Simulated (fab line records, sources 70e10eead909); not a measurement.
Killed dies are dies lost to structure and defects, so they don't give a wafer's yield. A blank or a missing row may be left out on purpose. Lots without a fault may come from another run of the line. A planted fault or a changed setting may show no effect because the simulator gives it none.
Which tool did it? | flow nand_harc | 14 lots, 42 wafers sampled, at 4 steps of a route of 1302

WHAT THE GAUGES READ, wafer by wafer
The record holds no reading of a measuring or inspecting step that can be judged against a usual standard deviation.

WHICH TOOL RAN EACH LOT (tool, then ch and the chambers of the sampled wafers, then the start)
lot  | NHARC_A_CHANNEL_FILL_D1_ETCHBACK_19 | NHARC_A_CHANNEL_FILL_D1_ALD_25   | NHARC_A_CHANNEL_FILL_D1_ETCHBACK_08           | NHARC_A_CHANNEL_FILL_D1_CMP_10
L524 | rie_si-02 ch 0,1, day 10 06:45      | ald_hk-04 ch 1,2, day 10 19:22   | rie_diel-06 ch 0,1,3, day 11 06:01 or earlier | cmp-03 ch 0,1, day 11 06:01
L525 | rie_si-04 ch 1,2, day 10 06:45      | ald_hk-02 ch 1,2,3, day 10 22:04 | rie_diel-05 ch 1,3, day 11 08:50 or earlier   | cmp-03 ch 1,2, day 11 08:50
L526 | rie_si-02 ch 0,2,3, day 10 21:38    | ald_hk-02 ch 0,1,2, day 11 09:33 | rie_diel-06 ch 0,1,3, day 11 21:02 or earlier | cmp-04 ch 0,1,2, day 11 21:02
L529 | rie_si-06 ch 0,1,3, day 11 22:26    | ald_hk-03 ch 0,1,2, day 12 12:48 | rie_diel-06 ch 2,3, day 12 22:19 or earlier   | cmp-04 ch 0,3, day 12 22:19
L531 | rie_si-06 ch 0,1,2, day 12 16:46    | ald_hk-03 ch 1,2,3, day 13 04:56 | rie_diel-06 ch 0,3, day 13 16:19 or earlier   | cmp-03 ch 1,2, day 13 16:19
L530 | rie_si-04 ch 1,2,3, day 12 16:46    | ald_hk-02 ch 1,2,3, day 13 04:56 | rie_diel-01 ch 0,1,3, day 13 16:19 or earlier | cmp-04 ch 0,1,3, day 13 16:19
L532 | rie_si-04 ch 0,3, day 13 06:04      | ald_hk-03 ch 0,1,3, day 13 21:23 | rie_diel-01 ch 0,1,2, day 14 07:33 or earlier | cmp-03 ch 1,2,3, day 14 07:33
L538 | rie_si-06 ch 1,2, day 15 11:58      | ald_hk-03 ch 2,3, day 16 00:23   | rie_diel-06 ch 1,2, day 16 11:09 or earlier   | cmp-03 ch 1,2,3, day 16 11:09
L539 | rie_si-06 ch 0,1,2, day 16 07:43    | ald_hk-03 ch 2,3, day 16 19:53   | rie_diel-06 ch 0,2, day 17 07:15 or earlier   | cmp-03 ch 0,1,2, day 17 07:15
L542 | rie_si-04 ch 2,3, day 17 03:37      | ald_hk-02 ch 1,2,3, day 17 18:49 | rie_diel-06 ch 0,2, day 18 05:28 or earlier   | cmp-03 ch 1,2,3, day 18 05:28
L543 | rie_si-02 ch 0,1,3, day 17 14:53    | ald_hk-03 ch 1,2, day 18 03:31   | rie_diel-01 ch 0,1, day 18 14:16 or earlier   | cmp-04 ch 0,1,3, day 18 14:16
L544 | rie_si-06 ch 0,2,3, day 18 01:26    | ald_hk-03 ch 0,2,3, day 18 13:20 | rie_diel-06 ch 2,3, day 19 00:52 or earlier   | cmp-01 ch 0,1,2, day 19 00:52
L545 | rie_si-02 ch 1,2, day 18 14:11      | ald_hk-03 ch 1,3, day 19 02:58   | rie_diel-01 ch 1,2, day 19 13:43 or earlier   | cmp-03 ch 0,3, day 19 13:43
L546 | rie_si-04 ch 0,1,3, day 18 21:25    | ald_hk-04 ch 0,2,3, day 19 13:21 | rie_diel-01 ch 0,1,3, day 19 23:43 or earlier | cmp-04 ch 0,1,3, day 19 23:43
- NHARC_A_CHANNEL_FILL_D1_ETCHBACK_19: etches the open film in HBr/Cl2, target depth 5 nm, time 1.7 s.
- NHARC_A_CHANNEL_FILL_D1_ALD_25: deposits SiOx, target thk 60 nm, pulse time 10 s, ald cycles 600.
- NHARC_A_CHANNEL_FILL_D1_ETCHBACK_08: etches the open film in C4F8, target depth 220 nm, time 110 s.
- NHARC_A_CHANNEL_FILL_D1_CMP_10: polishes, target thk 150 nm.

WHAT THE TOOLS THEMSELVES READ (means of the sampled wafers that have a number; where no wafer has one, the mark that the record gives instead)
NHARC_A_CHANNEL_FILL_D1_ETCHBACK_19.
lot  | tool      | drypump_motor_current_A (A) | oes_product_au (a.u.) | throttle_valve_pct (%)
L524 | rie_si-02 | 6.5                         | 1.000                 | 26.407
L525 | rie_si-04 | 6.2                         | 0.992                 | 26.401
L526 | rie_si-02 | 6.0                         | 0.993                 | 26.407
L529 | rie_si-06 | 5.5                         | 0.996                 | 26.405
L531 | rie_si-06 | 5.7                         | 0.998                 | 26.404
L530 | rie_si-04 | 5.8                         | 0.996                 | 26.399
L532 | rie_si-04 | 5.1                         | 1.000                 | 26.402
L538 | rie_si-06 | 5.8                         | 0.996                 | 26.397
L539 | rie_si-06 | 5.7                         | 0.992                 | 26.409
L542 | rie_si-04 | 5.6                         | 0.987                 | 26.410
L543 | rie_si-02 | 6.4                         | 1.011                 | 26.411
L544 | rie_si-06 | 5.6                         | 0.993                 | 26.401
L545 | rie_si-02 | 5.7                         | 0.999                 | 26.405
L546 | rie_si-04 | 5.4                         | 0.988                 | 26.399

NHARC_A_CHANNEL_FILL_D1_ALD_25.
lot  | tool      | heater_power_outer_w (W) | heater_power_w (W) | precursor_pulse_height_rel
L524 | ald_hk-04 | 261                      | 477                | 0.986
L525 | ald_hk-02 | 243                      | 454                | 0.993
L526 | ald_hk-02 | 243                      | 450                | 1.020
L529 | ald_hk-03 | 258                      | 447                | 1.002
L531 | ald_hk-03 | 254                      | 461                | 1.000
L530 | ald_hk-02 | 249                      | 460                | 1.010
L532 | ald_hk-03 | 246                      | 442                | 0.994
L538 | ald_hk-03 | -                        | -                  | -
L539 | ald_hk-03 | -                        | -                  | -
L542 | ald_hk-02 | 244                      | 448                | 1.002
L543 | ald_hk-03 | 247                      | 430                | 0.998
L544 | ald_hk-03 | 230                      | 422                | 1.009
L545 | ald_hk-03 | 245                      | 457                | 0.991
L546 | ald_hk-04 | 256                      | 459                | 0.997

NHARC_A_CHANNEL_FILL_D1_ETCHBACK_08.
lot  | tool        | oes_product_au (a.u.) | rf_vpp_V (V)
L524 | rie_diel-06 | 0.96                  | 437
L525 | rie_diel-05 | 0.99                  | 441
L526 | rie_diel-06 | 0.92                  | 438
L529 | rie_diel-06 | 0.93                  | 438
L531 | rie_diel-06 | 0.92                  | 437
L530 | rie_diel-01 | 0.99                  | 443
L532 | rie_diel-01 | 0.98                  | 443
L538 | rie_diel-06 | 0.93                  | 439
L539 | rie_diel-06 | 0.93                  | 440
L542 | rie_diel-06 | 1.00                  | 439
L543 | rie_diel-01 | 0.91                  | 443
L544 | rie_diel-06 | 1.01                  | 438
L545 | rie_diel-01 | 0.92                  | 446
L546 | rie_diel-01 | 0.99                  | 441

NHARC_A_CHANNEL_FILL_D1_CMP_10.
lot  | tool   | motor_current_A (A) | retaining_ring_pressure_frac | slurry_filter_dp_kPa (kPa) | time_to_endpoint_s (s)
L524 | cmp-03 | 11.6                | 1.005                        | 13.43                      | 17.2
L525 | cmp-03 | 11.5                | 0.995                        | 13.59                      | 13.6
L526 | cmp-04 | 12.5                | 0.999                        | 13.54                      | 16.9
L529 | cmp-04 | 11.5                | 0.995                        | 13.40                      | 13.8
L531 | cmp-03 | 12.0                | 1.000                        | 13.41                      | 14.7
L530 | cmp-04 | 11.9                | 0.999                        | 13.58                      | 10.5
L532 | cmp-03 | 11.4                | 1.002                        | 13.40                      | 17.4
L538 | cmp-03 | 11.1                | 1.000                        | 13.62                      | 15.9
L539 | cmp-03 | 12.0                | 1.003                        | 13.40                      | 13.7
L542 | cmp-03 | 11.0                | 0.996                        | 13.50                      | 13.9
L543 | cmp-04 | 12.2                | 1.002                        | 13.46                      | 14.4
L544 | cmp-01 | 12.2                | 1.002                        | 13.52                      | 15.8
L545 | cmp-03 | 11.3                | 1.002                        | 13.56                      | 14.6
L546 | cmp-04 | 12.1                | 0.995                        | 13.49                      | 13.9

THE ANSWER, worked out from the rows above alone
Rule: what is usual is taken from the lots themselves. Put in order of their means at a reading, lots are off if they are a third of the lots or fewer, leave a main group of 4 or more, and stand apart from it by a gap of 3 or more times the standard deviation of the main group's means; of several such gaps the widest counts. A main group whose means are all the same, to the digits that the tables above print for the reading, isn't used. A lot without any number at a reading at which 4 lots or more have one is off too. The other lots that the step has rows for count as sound. The gauges are gone through in route order, then the tools' own readings, and for those a lot's mean is taken as printed above. The first step at which some lot is off is used, and at that step the reading that is off furthest; a lot without a number counts as furthest.
Off: L538, L539, at NHARC_A_CHANNEL_FILL_D1_ALD_25 (heater_power_outer_w). Without a number there: L538, L539. The main group: mean 248 W, standard deviation 8.
A tool fits if, at that step or a process step before it, it ran every lot that is off, and no sound lot after the first of them. None of those tried fits.

WHAT THE SIMULATOR HAD PUT IN
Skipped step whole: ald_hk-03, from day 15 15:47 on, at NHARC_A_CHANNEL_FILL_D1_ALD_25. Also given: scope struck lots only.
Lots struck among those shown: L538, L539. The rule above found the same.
